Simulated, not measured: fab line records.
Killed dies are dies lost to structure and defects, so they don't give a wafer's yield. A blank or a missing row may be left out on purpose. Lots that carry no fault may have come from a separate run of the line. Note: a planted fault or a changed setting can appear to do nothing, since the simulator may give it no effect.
Matching of chambers	flow nandHarc	rieDiel-08 running NHARC_A_STAIRCASE_TRIM_20: 3 sister chambers
The step chemistry O2, time 211.2 s. 22 wafers are shown with their chamber, then 9 later ones without.

== WAFERS PAIRED WITH THEIR CHAMBERS ==
wafer	chamber	showerheadPlenumPTorr (Torr)	drypumpMotorCurrentA (A)	oesProductAu (a.u.)
L074.1	3	3.49	5.8	0.970
L074.2	0	3.57	6.3	0.989
L074.3	1	3.35	6.3	0.997
L077.2	3	3.48	5.8	0.980
L077.4	3	3.48	5.8	0.984
L077.5	1	3.35	6.3	1.002
L080.1	3	3.48	5.8	0.988
L080.5	1	3.34	6.2	0.998
L080.6	0	3.56	6.2	0.990
L084.1	3	3.48	5.8	0.991
L084.2	1	3.34	6.3	0.993
L084.5	0	3.56	6.3	0.999
L082.2	0	3.56	6.3	0.980
L082.4	1	3.34	6.3	0.996
L082.5	3	3.48	5.8	0.983
L083.1	3	3.48	5.8	0.996
L083.4	3	3.48	5.8	0.989
L083.6	1	3.34	6.3	1.006
L079.1	1	3.34	6.3	1.002
L079.2	3	3.48	5.8	0.985
L079.6	0	3.56	6.3	0.990
L087.2	1	3.33	6.2	1.005

SIGNATURES, as means of the wafers listed above
reading	chamber 0	chamber 1	chamber 3	scatter within a chamber
showerheadPlenumPTorr	3.5620	3.3413	3.4811	0.0049
drypumpMotorCurrentA	6.280	6.275	5.800	0.0348
oesProductAu	0.98960	0.99987	0.98511	0.00635
Rule: for a wafer and a chamber, the distance is found by dividing, reading by reading, the gap between the wafer's reading and the chamber's mean by the reading's scatter, squaring, summing and taking the root. If the next closest chamber is less than 2 further off than the closest, the wafer can't be placed; otherwise it belongs to the closest. The scatter is the square root of a quotient: the sum, over the shown wafers, of each reading's squared deviation from its chamber's mean, divided by wafers minus chambers.

== WAFERS WHOSE CHAMBER IS MISSING ==
wafer	showerheadPlenumPTorr (Torr)	drypumpMotorCurrentA (A)	oesProductAu (a.u.)
L087.3	3.55	6.3	0.990
L087.4	3.47	5.8	1.003
L089.2	3.33	6.2	1.023
L089.4	3.47	5.8	1.005
L089.5	3.33	6.2	1.014
L090.4	3.55	6.3	1.000
L090.5	3.55	6.3	0.996
L093.3	3.47	5.8	1.009
L093.4	3.55	6.3	0.990

== CHAMBER TAKEN BY EACH ==
wafer	from the rows above	in truth
L087.3	0	0
L087.4	3	3
L089.2	1	1
L089.4	3	3
L089.5	1	1
L090.4	0	0
L090.5	0	0
L093.3	3	3
L093.4	0	0
Correct placement for 9 of the 9. Not placeable from these rows: 0. Number placed wrongly: 0.
